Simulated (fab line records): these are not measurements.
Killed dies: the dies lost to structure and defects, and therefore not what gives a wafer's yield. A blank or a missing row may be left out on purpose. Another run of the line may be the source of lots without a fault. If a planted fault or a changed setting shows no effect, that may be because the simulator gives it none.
Comparing a struck lot with a sound one	flow nand_harc	15 out of 1302 route steps
Sound: wafers L887.2, L887.4, L887.5. Struck: wafer L900.3 (L900.2, L900.4, from the same lot, were not struck and are left out); the cause is given at the end.
For every step that has rows: the tool of each side, followed by ch and its chambers, followed by its first start. Under that, the readings that differ: sound wafers	struck wafers	difference of the means	sigmas: that difference in standard deviations of wafers without a fault.
alike: readings whose means differ by less than 2 such deviations, and words and numbers that are the same on both sides. not compared: withheld readings, readings that some wafer has no value for, bounds like >300 that may hide the same value, and numbers for which the record gives no deviation and whose values overlap.
Wherever a step has rows on one side only, a row that says differs or no value, or a row with sigmas, the two part there. Numbers that have no deviation but don't overlap get no sigmas and don't part them. A reading that every wafer of one side lacks parts them only if that side has two wafers or more.

first, 8 steps without rows for these wafers: NHARC_A_SGD_CUT_COAT_56 (time 75 s); NHARC_A_SGD_CUT_COAT_57 (time 65 s); NHARC_A_SGD_CUT_COAT_03 (resist thk 90 nm); NHARC_A_SGD_CUT_SOFTBAKE_04 (time 55 s); NHARC_A_SGD_CUT_EBR_05; NHARC_A_SGD_CUT_EXPOSE_06 (exposes mask SGD); NHARC_A_SGD_CUT_PEB_07 (peb time 65 s); NHARC_A_SGD_CUT_DEVELOP_08 (develop time 35 s).
NHARC_A_SGD_CUT_CD_MEAS_09: the cd target is 100 nm.
  sound on cd_sem-01 ch 0, day 20 17:19; struck on cd_sem-03 ch 0, day 25 22:47
  alike: cd_nm
NHARC_A_SGD_CUT_OVL_MEAS_10:
  sound on overlay-02, day 20 17:24; struck on overlay-01, day 25 22:53
  alike: overlay_x_nm, overlay_y_nm
NHARC_A_SGD_CUT_INSPECT_11:
  sound on defect_inspect-01, day 20 17:26; struck on defect_inspect-01, day 25 22:56
reading	sound	struck	difference	sigmas
raw_defect_count	32 26 26	84	+56	+2
NHARC_A_SGD_CUT_DESCUM_14: chemistry O2, time 3 s.
  sound on rie_diel-11 ch 1,2, day 20 17:30; struck on rie_diel-12 ch 3, day 25 22:59
  alike: drypump_motor_current_A, oes_product_au, rf_vpp_V, showerhead_plenum_p_Torr, throttle_valve_pct
  not compared: rf_hours_counter_h
NHARC_A_SGD_CUT_ETCH_58: etches the open film in CF4, target depth 39 nm, time 65 s.
  sound on rie_diel-11 ch 0,2,3, day 20 17:36; struck on rie_diel-12 ch 1, day 25 23:05
reading	sound	struck	difference	sigmas
run_length_s (s)	86.9 86.8 86.4	89.1	+2.4	+5
  alike: bias_w, drypump_motor_current_A, oes_product_au, rf_vpp_V, showerhead_plenum_p_Torr, throttle_valve_pct
  not compared: rf_hours_counter_h
NHARC_A_SGD_CUT_ETCH_59: etches the open film in N2/H2, target depth 260 nm, time 406.25 s.
  sound on rie_diel-11 ch 1,2,3; struck on rie_diel-12 ch 2
reading	sound	struck	difference	sigmas
bias_w (W)	149.3 150.3 149.6	150.7	+1.0	+2
drypump_motor_current_A (A)	6.4 5.8 5.7	4.8	-1.2	-2
  alike: n2_flow_sccm, oes_product_au, rf_vpp_V, run_length_s, showerhead_plenum_p_Torr, throttle_valve_pct
  not compared: rf_hours_counter_h
-- break in the record here, with 5 days between the starts of the struck wafers on either side (left off in module A_SGD_CUT, picked up again in module END, where the first step shown is number 1302 on the route) --
NHARC_END_SORT_01:
  only the struck wafers appear in the record here, on prober-02 ch 0 at day 31 05:01; the sound ones have no rows

== WHERE THEY PART ==
Earliest at NHARC_A_SGD_CUT_INSPECT_11; latest, in this record, at NHARC_END_SORT_01.

WHY: the cause the simulator had injected
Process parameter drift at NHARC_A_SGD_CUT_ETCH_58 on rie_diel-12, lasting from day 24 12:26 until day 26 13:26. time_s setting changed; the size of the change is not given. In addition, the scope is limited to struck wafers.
